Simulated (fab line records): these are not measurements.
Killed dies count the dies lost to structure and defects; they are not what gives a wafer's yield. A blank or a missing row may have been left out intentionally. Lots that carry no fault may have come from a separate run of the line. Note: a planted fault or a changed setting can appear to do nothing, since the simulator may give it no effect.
The tool behind it: which one? | flow nand harc | 18 wafers from 6 lots sampled at 5 of the route's 1302 steps

WHAT THE GAUGES SHOWED, per wafer
NHARC_END_SORT_01.
lot | measured | on | defect limited yield (%)

EACH LOT AND THE TOOL THAT RAN IT (in order: tool; ch and the chambers of the sampled wafers; start)
lot  | NHARC_A_BONDPAD_ETCH_24            | NHARC_THIN_TSV_ETCHBACK_48         | NHARC_THIN_TSV_PVD_51                   | NHARC_THIN_TSV_CMP_21
L625 | rie diel-07 ch 0,1,2, day 23 13:16 | rie diel-10 ch 1,2, day 24 05:43   | pvd sputter-02, day 24 07:48 or earlier | cmp-04 ch 0,1,3, day 24 07:48
L627 | rie diel-12 ch 0,2,3, day 24 06:05 | rie diel-10 ch 0,2,3, day 24 21:40 | pvd sputter-01, day 24 23:38 or earlier | cmp-02 ch 0,3, day 24 23:38
L630 | rie diel-07 ch 1,2, day 26 03:22   | rie diel-10 ch 0,1,3, day 26 21:12 | pvd sputter-01, day 26 23:35 or earlier | cmp-01 ch 0,1, day 26 23:35
L634 | rie diel-12 ch 0,1,3, day 28 06:50 | rie diel-10 ch 1,2,3, day 28 23:53 | pvd sputter-01, day 29 01:56 or earlier | cmp-02 ch 0,1, day 29 01:56
L643 | rie diel-07 ch 0,2,3, day 30 20:47 | rie diel-05 ch 0,2,3, day 31 13:51 | pvd sputter-02, day 31 15:56 or earlier | cmp-02 ch 0,1,2, day 31 15:56
L647 | rie diel-06 ch 0,1,3, day 32 20:37 | rie diel-02 ch 0,1, day 33 12:10   | pvd sputter-01, day 33 14:17 or earlier | cmp-02 ch 0,2,3, day 33 14:17
- NHARC_A_BONDPAD_ETCH_24: etches the open film in CF4/N2, target depth 30 nm, time 72.99 s.
- NHARC_THIN_TSV_ETCHBACK_48: etches the open film in C4F8/Ar, target depth 1028.5 nm, time 405.17 s.
- NHARC_THIN_TSV_PVD_51: deposits Cu, target thk 100 nm.
- NHARC_THIN_TSV_CMP_21: polishes, t overpolish 30 s, target thk 2000 nm.

THE ANSWER, worked out from the rows above alone
Rule: usual is defined by the lots themselves. Put in order of their means at a reading, lots are off if they are a third of the lots or fewer, leave a main group of 4 or more, and stand apart from it by a gap of 3 or more times the standard deviation of the main group's means; of several such gaps the widest counts. If all means in a main group match to the digits the tables above print for the reading, that group is not used. Also off: a lot with no number at a reading for which 4 or more lots have one. The other lots that the step has rows for count as sound.
Nothing can be told from this: no lot is off at any reading shown.

WHAT HAD BEEN PUT IN BY THE SIMULATOR
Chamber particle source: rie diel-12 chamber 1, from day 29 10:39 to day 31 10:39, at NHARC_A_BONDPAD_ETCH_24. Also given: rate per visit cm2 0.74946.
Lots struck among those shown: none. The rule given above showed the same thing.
